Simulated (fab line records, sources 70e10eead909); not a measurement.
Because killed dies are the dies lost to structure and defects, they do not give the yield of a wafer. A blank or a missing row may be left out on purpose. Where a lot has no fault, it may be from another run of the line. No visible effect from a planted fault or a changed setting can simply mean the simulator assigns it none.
A lot that was struck, set against a sound lot / flow nandHarc / 21 out of 1302 route steps
Sound: these wafers, L305.3, L305.5, L305.6. Wafers L313.1, L313.3, L313.4 were the ones struck. The cause comes at the end.
Order at every step that has rows: each side's tool, ch and its chambers, its first start. Under that, the readings that differ: sound wafers / struck wafers / difference of the means / sigmas: that difference in standard deviations of wafers without a fault.
alike: words and numbers the same on both sides, and readings whose means are apart by under 2 such deviations; not compared: readings that were withheld, readings missing a value for some wafer, numbers with overlapping values and no deviation given by the record, and bounds like >300 which may hide the same value.
The two part at a step that has a row with sigmas, a row that says differs or no value, or rows on one side only. Numbers that have no deviation but don't overlap get no sigmas and don't part them. Lack of a reading on every wafer of one side parts them only where that side has two or more wafers.

NHARC_A_BLC_CMP_25: polishes, t overpolish 30 s, target thk 150 nm.
  sound on cmp-04 ch 1,2, day 24 06:32; struck on cmp-04 ch 0,2,3, day 28 02:30
  alike: motorCurrentA, overpolishRunS, timeToEndpointS
next, for these wafers, 1 step has no rows: NHARC_A_BLC_SRD_27.
NHARC_A_BLC_INSPECT_28:
  struck on defectInspect-02, day 28 02:54; sound on defectInspect-01, day 24 06:56
  alike: rawDefectCount
then, 8 steps without rows for these wafers: NHARC_A_M0_DEP_00 (deposits SiOC, target thk 150 nm); NHARC_A_M0_DEHYDRATE_01 (time 120 s); NHARC_A_M0_HMDS_02 (time 30 s); NHARC_A_M0_COAT_33 (time 65 s); NHARC_A_M0_COAT_03 (resist thk 90 nm); NHARC_A_M0_SOFTBAKE_04 (time 55 s); NHARC_A_M0_EBR_05; NHARC_A_M0_EXPOSE_06 (exposes mask A M0, target cd 80 nm).
NHARC_A_M0_PEB_07: peb time 65 s.
  sound on lithoTrack-06 ch 0, day 24 07:46; struck on lithoTrack-06 ch 0, day 28 03:43
reading=heaterPowerTotalW (W); sound=157.1 156.2 156.1; struck=162.8 161.9 162.7; difference=+6.0; sigmas=+14
reading=plateTempC (C); sound=99.93 100.07 100.01; struck=102.50 102.77 102.69; difference=+2.65; sigmas=+20
then, 1 step without rows for these wafers: NHARC_A_M0_DEVELOP_08 (develop time 35 s).
NHARC_A_M0_CD_MEAS_09: the cd target is 80 nm.
  sound on cdSem-02 ch 0, day 24 07:50; struck on cdSem-03 ch 0
reading=cdNm (nm); sound=80.4 80.1 80.3; struck=89.7 89.3 89.9; difference=+9.4; sigmas=+20
  not compared: hold
NHARC_A_M0_OVL_MEAS_10: pitch 160 nm.
  struck on overlay-01, day 28 07:29; sound on overlay-01, day 24 07:55
reading=hold; sound=- - -; struck=awaitDispo/3.4h/release awaitDispo/3.4h/release awaitDispo/3.4h/release; difference=no value on the sound wafers; sigmas=
reading=overlayYNm (nm); sound=-1.8 -1.9 -1.6; struck=-0.2 0.0 0.1; difference=+1.7; sigmas=+2
  alike: overlayXNm
NHARC_A_M0_INSPECT_11:
  struck on defectInspect-02, day 28 07:31; sound on defectInspect-02, day 24 07:58
reading=rawDefectCount; sound=111 114 141; struck=17 25 19; difference=-102; sigmas=-3
NHARC_A_M0_DESCUM_14: chemistry O2, time 3 s.
  sound on rieDiel-04 ch 1,2, day 24 08:02; struck on rieDiel-13 ch 0,1,3, day 28 07:37
reading=model.A_M0.cdNm (nm); sound=80.46 79.91 80.22; struck=89.66 88.51 89.34; difference=+8.97; sigmas=
  alike: drypumpMotorCurrentA, oesProductAu, rfVppV, showerheadPlenumPTorr, throttleValvePct
  not compared: rfHoursCounterH
NHARC_A_M0_ETCH_34: etches the open film in N2/H2, target depth 40 nm, overetch 12 nm, time 43.94 s.
  sound on rieDiel-04 ch 0,1, day 24 08:07; struck on rieDiel-13 ch 0,1,3, day 28 07:49
  alike: drypumpMotorCurrentA, oesProductAu, rfVppV, showerheadPlenumPTorr, throttleValvePct
  not compared: rfHoursCounterH
NHARC_A_M0_ETCH_15: etches the open film in C4F8/Ar, target depth 150 nm, overetch 15 nm, time 82.5 s.
  sound: rieDiel-04 ch 0,3; struck: rieDiel-13 ch 1,2,3
reading=oesProductAu (a.u.); sound=0.977 0.972 0.981; struck=0.920 0.922 0.914; difference=-0.058; sigmas=-3
reading=model.A_M0.cdNm (nm); sound=80.68 80.2 80.36; struck=90.06 88.39 89.39; difference=+8.87; sigmas=
  alike: rfVppV
  not compared: rfHoursCounterH
NHARC_A_M0_CD_MEAS_16:
  struck on cdSem-02, day 28 08:13; sound on cdSem-03, day 24 08:20
reading=cdNm (nm); sound=81.0 80.1 80.3; struck=89.8 88.4 89.4; difference=+8.7; sigmas=+14
  not compared: hold
NHARC_A_M0_STRIP_18: strips in N2/H2.
  sound on rieDiel-13 ch 0,1,3, day 24 08:26; struck on rieDiel-04 ch 0,1,3, day 28 09:46
reading=hold; sound=- - -; struck=awaitDispo/1.5h/release awaitDispo/1.5h/release awaitDispo/1.5h/release; difference=no value on the sound wafers; sigmas=
  alike: drypumpMotorCurrentA, oesProductAu, rfVppV, showerheadPlenumPTorr, throttleValvePct
  not compared: rfHoursCounterH

## WHERE THEY PART
Earliest at NHARC_A_M0_PEB_07; latest, in this record, at NHARC_A_M0_STRIP_18.

WHY: what the simulator had put in
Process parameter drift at NHARC_A_M0_PEB_07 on lithoTrack-06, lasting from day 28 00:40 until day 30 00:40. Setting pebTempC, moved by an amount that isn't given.
